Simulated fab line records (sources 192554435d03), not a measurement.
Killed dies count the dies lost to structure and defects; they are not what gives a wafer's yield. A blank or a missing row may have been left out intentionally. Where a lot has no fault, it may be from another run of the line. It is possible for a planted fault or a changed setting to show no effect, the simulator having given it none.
Which tool did it? | flow n5Finfet | 24 lots with 72 wafers sampled at 4 steps, on a route of 1938 steps

== WHAT THE GAUGES READ, wafer by wafer ==
N5_DUMMY_GATE_INSPECT_27: inspects for defects (brightfield). Usual: rawDefectCount reads 296 (standard deviation 76).
lot  | measured    | on               | rawDefectCount | flag
L074 | day 2 23:40 | defectInspect-02 | 270 325 217    | 
L075 | day 3 09:08 | defectInspect-01 | 178 176 206    | 
L076 | day 3 13:56 | defectInspect-01 | 522 421 298    | 
L077 | day 3 18:51 | defectInspect-01 | 193 218 223    | 
L078 | day 3 22:55 | defectInspect-01 | 190 248 250    | 
L079 | day 4 05:43 | defectInspect-02 | 507 507 448    | 
L080 | day 4 11:58 | defectInspect-01 | 212 148 285    | 
L081 | day 4 20:26 | defectInspect-01 | 314 351 381    | 
L082 | day 5 02:46 | defectInspect-02 | 320 286 296    | 
L083 | day 5 07:12 | defectInspect-01 | 438 265 361    | 
L084 | day 5 11:34 | defectInspect-01 | 216 203 237    | 
L085 | day 5 18:04 | defectInspect-02 | 231 271 434    | 
L086 | day 6 04:41 | defectInspect-01 | 427 255 348    | 
L087 | day 6 05:30 | defectInspect-01 | 196 224 227    | 
L088 | day 6 12:37 | defectInspect-01 | 232 236 316    | 
L089 | day 6 21:29 | defectInspect-01 | 379 390 412    | 
L090 | day 6 22:12 | defectInspect-02 | 361 265 269    | 
L091 | day 8 00:57 | defectInspect-02 | 277 218 252    | 
L092 | day 8 02:04 | defectInspect-01 | 346 254 345    | 
L093 | day 8 04:28 | defectInspect-01 | 258 372 299    | 
L094 | day 9 21:40 | defectInspect-01 | 412 412 356    | 
L095 | day 9 22:13 | defectInspect-02 | 328 264 319    | 
L096 | day 9 22:37 | defectInspect-02 | 362 368 282    | 
L097 | day 9 23:04 | defectInspect-02 | 225 291 260    | 

N5_SPACER0_INSPECT_04: inspects for defects (darkfield). Usual: rawDefectCount reads 136 (standard deviation 33).
lot  | measured    | on               | rawDefectCount | flag
L074 | day 3 00:57 | defectInspect-02 | 127 150 115    | 
L075 | day 3 09:45 | defectInspect-01 | 100 109 82     | 
L076 | day 3 14:32 | defectInspect-02 | 209 178 147    | 
L077 | day 3 19:55 | defectInspect-01 | 74 119 106     | 
L078 | day 3 23:32 | defectInspect-01 | 109 107 123    | 
L079 | day 4 07:39 | defectInspect-02 | 230 193 201    | 
L080 | day 4 12:43 | defectInspect-01 | 77 91 128      | 
L081 | day 4 21:02 | defectInspect-02 | 128 158 188    | 
L082 | day 5 03:22 | defectInspect-02 | 128 147 143    | 
L083 | day 5 07:54 | defectInspect-02 | 186 135 172    | 
L084 | day 5 12:10 | defectInspect-02 | 128 108 87     | 
L085 | day 5 19:29 | defectInspect-01 | 123 126 188    | 
L086 | day 6 05:30 | defectInspect-01 | 167 130 166    | 
L087 | day 6 06:07 | defectInspect-02 | 92 110 100     | 
L088 | day 6 13:13 | defectInspect-01 | 105 115 139    | 
L089 | day 6 22:49 | defectInspect-02 | 151 159 144    | 
L090 | day 6 23:21 | defectInspect-01 | 152 122 117    | 
L091 | day 8 01:44 | defectInspect-02 | 130 104 117    | 
L092 | day 8 03:50 | defectInspect-01 | 137 126 157    | 
L093 | day 8 05:23 | defectInspect-01 | 104 139 144    | 
L094 | day 9 22:16 | defectInspect-01 | 220 214 207    | 
L095 | day 9 22:49 | defectInspect-01 | 145 123 165    | 
L096 | day 9 23:13 | defectInspect-02 | 162 167 154    | 
L097 | day 9 23:40 | defectInspect-02 | 98 120 110     | 

N5_SD_EPI_N_INSPECT_11: inspects for defects (macro). Usual: rawDefectCount reads 2.0 (standard deviation 1.4).
lot  | measured     | on               | rawDefectCount | flag
L074 | day 3 01:24  | defectInspect-01 | 0 2 0          | 
L075 | day 3 10:05  | defectInspect-01 | 4 3 1          | 
L076 | day 3 14:52  | defectInspect-01 | 2 2 1          | 
L077 | day 3 20:14  | defectInspect-02 | 1 1 3          | 
L078 | day 3 23:51  | defectInspect-02 | 3 1 1          | 
L079 | day 4 08:06  | defectInspect-02 | 4 2 1          | 
L080 | day 4 13:10  | defectInspect-02 | 2 4 0          | 
L081 | day 4 21:29  | defectInspect-02 | 2 0 3          | 
L082 | day 5 03:49  | defectInspect-01 | 1 3 2          | 
L083 | day 5 08:22  | defectInspect-01 | 1 0 2          | 
L084 | day 5 12:29  | defectInspect-01 | 2 1 1          | 
L085 | day 5 19:56  | defectInspect-02 | 3 2 1          | 
L086 | day 6 05:49  | defectInspect-01 | 3 2 3          | 
L087 | day 6 06:34  | defectInspect-01 | 2 0 3          | 
L088 | day 6 13:32  | defectInspect-02 | 3 3 2          | 
L089 | day 6 23:09  | defectInspect-01 | 3 2 1          | 
L090 | day 6 23:41  | defectInspect-01 | 4 1 0          | 
L091 | day 8 02:04  | defectInspect-02 | 1 3 1          | 
L092 | day 8 04:10  | defectInspect-01 | 6 2 1          | 
L093 | day 8 05:50  | defectInspect-01 | 2 2 1          | 
L094 | day 9 22:43  | defectInspect-01 | 3 3 3          | 
L095 | day 9 23:16  | defectInspect-01 | 0 2 0          | 
L096 | day 9 23:32  | defectInspect-01 | 1 1 1          | 
L097 | day 10 00:07 | defectInspect-01 | 1 1 1          | 

== WHAT TOOL EACH LOT RAN ON (gives the tool, then ch and the chambers of the sampled wafers, and finally the start) ==
lot  | N5_DUMMY_GATE_DESCUM_20
L074 | rieDiel-02 ch 1,2,3, day 2 22:31
L075 | rieDiel-02 ch 0,1,3, day 3 07:59
L076 | rieDiel-03 ch 0,1,3, day 3 12:47
L077 | rieDiel-02 ch 0,1,2, day 3 17:35
L078 | rieDiel-02 ch 0,1,2, day 3 21:45
L079 | rieDiel-03 ch 0,2,3, day 4 04:20
L080 | rieDiel-05 ch 0,1, day 4 10:39
L081 | rieDiel-02 ch 1,2,3, day 4 19:17
L082 | rieDiel-02 ch 1,2, day 5 01:31
L083 | rieDiel-02 ch 0,2,3, day 5 05:47
L084 | rieDiel-05 ch 0,2, day 5 10:23
L085 | rieDiel-02 ch 2,3, day 5 16:54
L086 | rieDiel-02 ch 1,3, day 6 03:32
L087 | rieDiel-05 ch 0,1,3, day 6 04:03
L088 | rieDiel-02 ch 0,1, day 6 11:27
L089 | rieDiel-03 ch 2,3, day 6 20:15
L090 | rieDiel-03 ch 0,3, day 6 21:02
L091 | rieDiel-03 ch 1,3, day 7 23:32
L092 | rieDiel-02 ch 0,1, day 8 00:31
L093 | rieDiel-02 ch 1,2, day 8 02:42
L094 | rieDiel-02 ch 1,2,3, day 9 20:13
L095 | rieDiel-05 ch 1,2,3, day 9 20:46
L096 | rieDiel-05 ch 1,2,3, day 9 21:05
L097 | rieDiel-05 ch 2,3, day 9 21:18
- N5_DUMMY_GATE_DESCUM_20: chemistry O2, time 6.2 s.

== WHAT THE TOOLS THEMSELVES READ (means of the sampled wafers that have a number; where no wafer has one, the mark that the record gives instead) ==
N5_DUMMY_GATE_DESCUM_20. Usual: drypumpMotorCurrentA 5.7 A, standard deviation 0.42; oesProductAu 0.78 a.u., standard deviation 0.086; rfVppV 242.7 V, standard deviation 1.2; showerheadPlenumPTorr 2.08 Torr, standard deviation 0.063; throttleValvePct 20.50 %, standard deviation 0.18.
lot  | tool       | drypumpMotorCurrentA (A) | oesProductAu (a.u.) | rfVppV (V) | showerheadPlenumPTorr (Torr) | throttleValvePct (%) | flag
L074 | rieDiel-02 | 5.8                      | 0.83                | 242.3      | 2.03                         | 20.45                | 
L075 | rieDiel-02 | 5.4                      | 0.75                | 242.7      | 2.07                         | 20.58                | 
L076 | rieDiel-03 | 5.7                      | 0.78                | 244.0      | 2.16                         | 20.51                | 
L077 | rieDiel-02 | 5.5                      | 0.80                | 243.5      | 2.08                         | 20.61                | 
L078 | rieDiel-02 | 5.5                      | 0.80                | 243.1      | 2.08                         | 20.60                | 
L079 | rieDiel-03 | 5.7                      | 0.77                | 244.1      | 2.13                         | 20.46                | 
L080 | rieDiel-05 | 5.6                      | 0.79                | 243.6      | 2.11                         | 20.24                | 
L081 | rieDiel-02 | 5.9                      | 0.81                | 241.5      | 2.03                         | 20.49                | 
L082 | rieDiel-02 | 5.9                      | 0.86                | 242.2      | 2.04                         | 20.51                | 
L083 | rieDiel-02 | 5.6                      | 0.78                | 242.5      | 2.07                         | 20.52                | 
L084 | rieDiel-05 | 6.1                      | 0.69                | 242.3      | 2.06                         | 20.56                | 
L085 | rieDiel-02 | 6.0                      | 0.84                | 242.4      | 2.04                         | 20.41                | 
L086 | rieDiel-02 | 5.8                      | 0.75                | 242.2      | 2.01                         | 20.48                | 
L087 | rieDiel-05 | 5.8                      | 0.80                | 243.0      | 2.10                         | 20.39                | 
L088 | rieDiel-02 | 5.1                      | 0.70                | 242.6      | 2.11                         | 20.76                | 
L089 | rieDiel-03 | 5.6                      | 0.71                | 242.3      | 2.06                         | 20.54                | 
L090 | rieDiel-03 | 5.6                      | 0.75                | 245.0      | 2.18                         | 20.50                | 
L091 | rieDiel-03 | 5.7                      | 0.72                | 243.9      | 2.11                         | 20.67                | 
L092 | rieDiel-02 | 5.1                      | 0.70                | 243.5      | 2.10                         | 20.76                | 
L093 | rieDiel-02 | 5.8                      | 0.79                | 241.8      | 2.02                         | 20.61                | 
L094 | rieDiel-02 | 5.9                      | 0.78                | 242.4      | 2.02                         | 20.53                | 
L095 | rieDiel-05 | 6.0                      | 0.88                | 243.1      | 2.09                         | 20.41                | 
L096 | rieDiel-05 | 6.0                      | 0.87                | 243.4      | 2.09                         | 20.42                | 
L097 | rieDiel-05 | 6.3                      | 0.90                | 242.2      | 2.06                         | 20.47                | 

== THE ANSWER, worked out from the rows above alone ==
Rule: a lot counts as off when the mean over its wafers that have a number is more than 3 standard deviations away from the usual mean. A lot without any number at a reading at which 4 lots or more have one is off too. All remaining lots with rows at the step are treated as sound. First the gauges in route order, then the tools' own readings, where a lot's mean is used as printed above. At the first step where some lot is off, the reading lying furthest off is the one used; lots without a number count as furthest.
None of the lots is off at any reading shown; this tells nothing.

== WHAT THE SIMULATOR HAD INSERTED ==
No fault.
